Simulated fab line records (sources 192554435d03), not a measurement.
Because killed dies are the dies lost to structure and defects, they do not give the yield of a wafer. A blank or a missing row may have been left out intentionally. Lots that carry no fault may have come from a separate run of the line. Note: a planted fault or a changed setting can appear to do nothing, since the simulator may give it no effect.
Matching of chambers | flow n5_finfet | rie_diel-02 running N5_PASSIVATION_STRIP_34: 4 sister chambers
The step strips in O2. 4 wafers are shown with their chamber, then 6 later ones without.

== WAFERS, EACH WITH ITS CHAMBER ==
wafer  | chamber | drypump_motor_current_A (A)
L386.3 | 1       | 6.3
L389.1 | 3       | 5.9
L389.2 | 2       | 5.1
L389.3 | 0       | 6.5

== WAFERS WHOSE CHAMBER IS MISSING ==
wafer  | drypump_motor_current_A (A)
L388.2 | 5.1
L388.5 | 6.5
L388.6 | 6.2
L393.2 | 6.3
L393.3 | 6.6
L393.5 | 5.1

== THE CHAMBER EACH PASSED THROUGH ==
wafer  | from the rows above | in truth
L388.2 | 2                   | 2
L388.5 | 0                   | 0
L388.6 | 1                   | 1
L393.2 | 1                   | 1
L393.3 | 0                   | 0
L393.5 | 2                   | 2
Placed correctly: 6 of 6. Number that these rows cannot place: 0. 0 placed wrongly.
How it was worked out, from the rows above alone: a wafer's distance from a chamber is the root of the sum, over the readings, of the square of ((its reading less the chamber's mean) divided by the reading's scatter). The wafer belongs to the nearest chamber; if the next one is less than 2 further off, it can't be placed. For every chamber, the mean is computed from those of its wafers that are shown. The scatter: with one shown wafer a chamber, the root of the mean of the squares of how far each hidden wafer lies from its nearest shown one.
